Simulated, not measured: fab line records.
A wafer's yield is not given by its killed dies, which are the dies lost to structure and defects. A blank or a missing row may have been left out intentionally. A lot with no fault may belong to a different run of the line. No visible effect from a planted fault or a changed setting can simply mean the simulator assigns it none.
Struck lot and sound lot, side by side	flow n5_finfet	26 out of 1938 route steps
Sound: the wafers L639.1, L639.2, L639.4. The struck wafers were L627.1, L627.3, L627.5. The cause is given at the end.
Each step with rows lists, per side, the tool, then ch with its chambers, then its first start. Under that, the readings that differ: sound wafers	struck wafers	difference of the means	sigmas: that difference in standard deviations of wafers without a fault.
alike: a reading whose means differ by less than 2 such deviations, as well as words and numbers matching on both sides. not compared: withheld readings; readings where some wafer has no value; bounds like >300 that might hide an equal value; numbers whose values overlap and for which the record gives no deviation.
Wherever a step has rows on one side only, a row that says differs or no value, or a row with sigmas, the two part there. Numbers that have no deviation but don't overlap get no sigmas and don't part them. Lack of a reading on every wafer of one side parts them only where that side has two or more wafers.

first, 11 steps without rows for these wafers: N5_STI_FIN_REVEAL_DENSIFY_02 (time 1800 s); N5_STI_FIN_REVEAL_CMP_04 (polishes, stops on Si3N4, t overpolish 4 s, target thk 131.83 nm); N5_STI_FIN_REVEAL_DENSIFY_30; N5_STI_FIN_REVEAL_ETCHBACK_08 (etches SiO2 in C4F6/O2, target depth 30.5 nm, time 10.167 s); N5_STI_FIN_REVEAL_STRIP_24 (strips in N2/H2, time 90 s); N5_STI_FIN_REVEAL_PRECLEAN_25 (cleans in SPM, time 90 s); N5_STI_FIN_REVEAL_PRECLEAN_26 (cleans in SC1, time 45 s); N5_STI_FIN_REVEAL_PRECLEAN_29 (cleans in DHF, time 30 s); N5_STI_FIN_REVEAL_SRD_12 (time 30 s); N5_STI_FIN_REVEAL_RECESS_09 (chemistry HF/NH3, target SiO2, afs cycles 11, target depth 42.5 nm, sublimation time 60 s); N5_STI_FIN_REVEAL_STRIP_16 (strips SiNx in H3PO4, target depth 23.8 nm).
N5_STI_FIN_REVEAL_PRECLEAN_17: cleans in NF3:NH3, afs cycles 1, time 20 s, sublimation time 60 s.
  sound on remote_plasma-02 ch 0, day 8 01:51; struck on remote_plasma-02 ch 1, day 5 02:02
  alike: sublimation_temp_c
then, 10 steps without rows for these wafers: N5_STI_FIN_REVEAL_ETCH_34 (etches Si in H2, material Si, target depth 0.97 nm); N5_STI_FIN_REVEAL_OXIDATION_31 (chemistry O2 PLASMA REMOTE, time 20 s); N5_STI_FIN_REVEAL_PRECLEAN_32 (cleans in NF3:NH3, afs cycles 1, time 20 s, sublimation time 60 s); N5_STI_FIN_REVEAL_STRIP_35 (strips Si3N4 in H3PO4, target depth 4 nm, time 39 s); N5_STI_FIN_REVEAL_SRD_21 (time 30 s); N5_STI_FIN_REVEAL_OXIDATION_33 (chemistry O2 PLASMA REMOTE, time 20 s); N5_STI_FIN_REVEAL_CLEAN_19 (cleans in O3/DIW, time 120 s); N5_STI_FIN_REVEAL_SRD_23 (time 30 s); N5_STI_FIN_REVEAL_PRECLEAN_18 (cleans in SC2, time 45 s); N5_STI_FIN_REVEAL_SRD_28 (time 30 s).
N5_STI_FIN_REVEAL_INSPECT_13: inspects for defects (darkfield).
  sound on defect_inspect-02 at day 8 02:45; struck on defect_inspect-02 at day 5 02:57
reading	sound	struck	difference	sigmas
raw_defect_count	16 3 14	290 308 295	+287	+49
then, 1 step without rows for these wafers: N5_DUMMY_GATE_PRECLEAN_00 (cleans in O3/DIW, time 60 s).
-- a jump in the record: the struck wafers' starts before and after are 7 days apart (it breaks off in module DUMMY_GATE and resumes in module BEOL_M4, where the first step shown is number 1111 of the route) --
N5_BEOL_M4_RC_MEAS_101:
  sound on prober-01 ch 0, day 15 12:32; struck on prober-02 ch 0, day 12 07:59
reading	sound	struck	difference	sigmas
DIBL_P (mV/V)	30.3 35.9 34.6	39.6 38.4 37.8	+5.0	+2
  alike: DIBL_N, IOFF_N, IOFF_P, ION_N, ION_P, SS_N, SS_P, VT_N, VT_P
-- a jump in the record: the struck wafers' starts before and after are 4 days apart (it breaks off in module BEOL_M4 and resumes in module PASSIVATION, where the first step shown is number 1936 of the route) --
N5_PASSIVATION_PROBE_49:
  rows exist in the record for the struck wafers here (prober-01, day 16 16:14), but not for the sound ones

## WHERE THEY PART
Last at N5_PASSIVATION_PROBE_49 as far as this record goes, first at N5_STI_FIN_REVEAL_INSPECT_13.

WHY: the cause the simulator had injected
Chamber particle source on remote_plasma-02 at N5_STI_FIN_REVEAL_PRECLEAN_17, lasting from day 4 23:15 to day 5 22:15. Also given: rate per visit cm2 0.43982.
